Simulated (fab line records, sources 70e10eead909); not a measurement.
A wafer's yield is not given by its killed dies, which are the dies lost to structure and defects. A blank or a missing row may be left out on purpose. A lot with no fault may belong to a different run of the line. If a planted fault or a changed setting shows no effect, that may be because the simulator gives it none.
3 desks, one fault | flow nand harc | every desk sees just its own numbers, and what lay behind them comes last

== THE DEFECT DESK ==
What the inspections along the route counted, lot by lot: means of the sampled wafers that have a number. Any lot whose mean is over 4 standard deviations away from the usual mean is out of limits and marked OUT; that distance is given in the brackets.
Columns: A = raw defect count at NHARC_P_M0_INSPECT_27, usual 282
lot  | first seen here | A
L413 | day 6 07:19     | 136
L414 | day 6 10:55     | 276
L416 | day 7 05:53     | 224
L417 | day 7 21:28     | 339
L418 | day 8 10:29     | 440
L420 | day 9 01:29     | 386
L424 | day 10 21:47    | 350
L425 | day 11 00:38    | 176
L427 | day 12 06:45    | 123
L428 | day 12 07:43    | 187
L430 | day 13 00:07    | 298
L433 | day 14 11:36    | 203
L434 | day 14 18:52    | 532
L436 | day 16 00:14    | 200
This desk's finding: nothing out of limits on any of the 14 lots.

== AT THE METROLOGY DESK ==
What the gauges read for every lot (on any tool): the sampled wafers with a number, averaged. Any lot whose mean is over 4 standard deviations away from the usual mean is out of limits and marked OUT; that distance is given in the brackets.
Columns: A = thk nm at NHARC_P_M0_THK_MEAS_24, usual 117.4 nm; B = cd nm at NHARC_P_M1_CD_MEAS_09, usual 129.6 nm
lot  | first seen here | A     | B
L413 | day 6 07:09     | 116.5 | 129.3
L414 | day 6 10:46     | 117.1 | 129.6
L416 | day 7 05:43     | 117.3 | 129.2
L417 | day 7 21:19     | 117.2 | 129.6
L418 | day 8 10:19     | 117.9 | 129.0
L420 | day 9 01:20     | 117.1 | 129.6
L424 | day 10 21:35    | 119.1 | 129.8
L425 | day 11 00:27    | 116.8 | 129.4
L427 | day 12 06:35    | 117.1 | 129.9
L428 | day 12 07:34    | 117.5 | 148.7 (+28) OUT
L430 | day 12 23:58    | 116.2 | 148.3 (+28) OUT
L433 | day 14 11:26    | 115.8 | 129.2
L434 | day 14 18:43    | 118.8 | 129.3
L436 | day 16 00:05    | 118.3 | 129.3
This desk finds L428, L430 out of limits, L428 being first, at day 12 09:07 (cd nm at NHARC_P_M1_CD_MEAS_09). In limits: L413, L414, L416, L417, L418, L420, L424, L425, L427, L433, L434, L436.

== TOOL OWNER'S DESK, litho track-04 ==
The tool's own readings at NHARC_P_M1_PEB_07 (peb time 65 s): means of the sampled wafers that have a number, for each lot that ran on this tool. Any lot whose mean is over 4 standard deviations away from the usual mean is out of limits and marked OUT; that distance is given in the brackets.
Columns: A = heater power total W at NHARC_P_M1_PEB_07, usual 156.6 W; B = plate temp C at NHARC_P_M1_PEB_07, usual 99.98 C
lot  | first seen here | A               | B
L416 | day 7 07:04     | 156.7           | 100.04
L418 | day 8 11:48     | 156.7           | 100.04
L424 | day 10 22:58    | 156.3           | 99.80
L425 | day 11 01:58    | 156.4           | 100.02
L428 | day 12 09:02    | 169.9 (+32) OUT | 106.02 (+43) OUT
L430 | day 13 01:26    | 169.9 (+32) OUT | 106.05 (+43) OUT
This desk finds L428, L430 out of limits, L428 being first, at day 12 09:02 (heater power total W at NHARC_P_M1_PEB_07). In limits: L416, L418, L424, L425.

== PUT TOGETHER ==
The tool owner's desk had the chance to raise an alarm at day 12 09:02 on L428, L430.
Metrology desk: alarm possible at day 12 09:07 on L428, L430.
No out-of-limits result turned up at the defect desk.
The defect desk has L428, L430 on record, within its limits.
Of the lots named, all ran NHARC_P_M1_PEB_07 on litho track-04.

== WHAT THE SIMULATOR HAD PUT IN ==
Drift in process parameters on litho track-04 at NHARC_P_M1_PEB_07, starting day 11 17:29. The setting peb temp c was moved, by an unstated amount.
Shown lots that were struck: L428, L430.
Counting hours from when the fault started, the first reading out of limits came at 16 for the tool owner's desk and at 16 for the metrology desk.
